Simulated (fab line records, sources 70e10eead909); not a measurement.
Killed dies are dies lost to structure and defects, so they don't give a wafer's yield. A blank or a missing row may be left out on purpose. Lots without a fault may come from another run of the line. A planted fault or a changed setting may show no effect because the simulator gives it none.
One fault seen from 2 desks | flow nand_harc | each desk has only its own numbers; what lay behind them comes last

THE TOOL OWNER'S DESK: pecvd_onon-03
The tool's own readings at NHARC_A_ONON_D1_DEP_00 (target thk 1000 nm): means of the sampled wafers that have a number, for each lot that ran on this tool. A lot is out of limits, marked OUT, if its mean lies more than 4 standard deviations from the usual mean; the brackets give that distance.
Columns: A = nh3_flow_sccm at NHARC_A_ONON_D1_DEP_00, usual 499.8 sccm
lot  | first seen here | A
L509 | day 8 08:25     | 497.7
L516 | day 9 18:50     | 500.7
L519 | day 10 20:50    | 498.2
This desk's finding: nothing out of limits on any of the 3 lots.

THE METROLOGY DESK
What the gauges read, lot by lot, whatever tool the lot ran on: means of the sampled wafers that have a number. A lot is out of limits, marked OUT, if its mean lies more than 4 standard deviations from the usual mean; the brackets give that distance.
Columns: A = thk_nm at NHARC_A_ONON_D1_THK_MEAS_02, usual 999 nm
lot  | first seen here | A
L510 | day 8 03:38     | 1002
L509 | day 8 08:55     | 1008
L513 | day 8 20:05     | 984
L516 | day 9 19:17     | 677 (-32) OUT
L519 | day 10 21:21    | 688 (-31) OUT
L520 | day 10 21:22    | 998
L522 | day 11 04:02    | 995
L523 | day 11 11:22    | 1008
L525 | day 11 18:00    | 1000
L526 | day 12 11:53    | 994
L527 | day 12 11:53    | 1026
L528 | day 12 19:29    | 990
L529 | day 13 04:35    | 1006
This desk's finding: out of limits on L516, L519; first on L516, day 9 19:17 (thk_nm at NHARC_A_ONON_D1_THK_MEAS_02). In limits: L510, L509, L513, L520, L522, L523, L525, L526, L527, L528, L529.

PUT TOGETHER
The metrology desk could have raised an alarm at day 9 19:17, on L516, L519.
The tool owner's desk saw nothing out of limits.
The tool owner's desk has L516, L519 on record, within its limits.
Of the lots named, all ran NHARC_A_ONON_D1_DEP_00 on pecvd_onon-03.

WHAT THE SIMULATOR HAD PUT IN
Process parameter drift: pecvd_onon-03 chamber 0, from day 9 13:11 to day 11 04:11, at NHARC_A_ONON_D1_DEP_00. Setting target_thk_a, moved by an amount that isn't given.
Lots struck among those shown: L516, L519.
Hours from the fault's start to each desk's first reading out of limits: the metrology desk, 6.
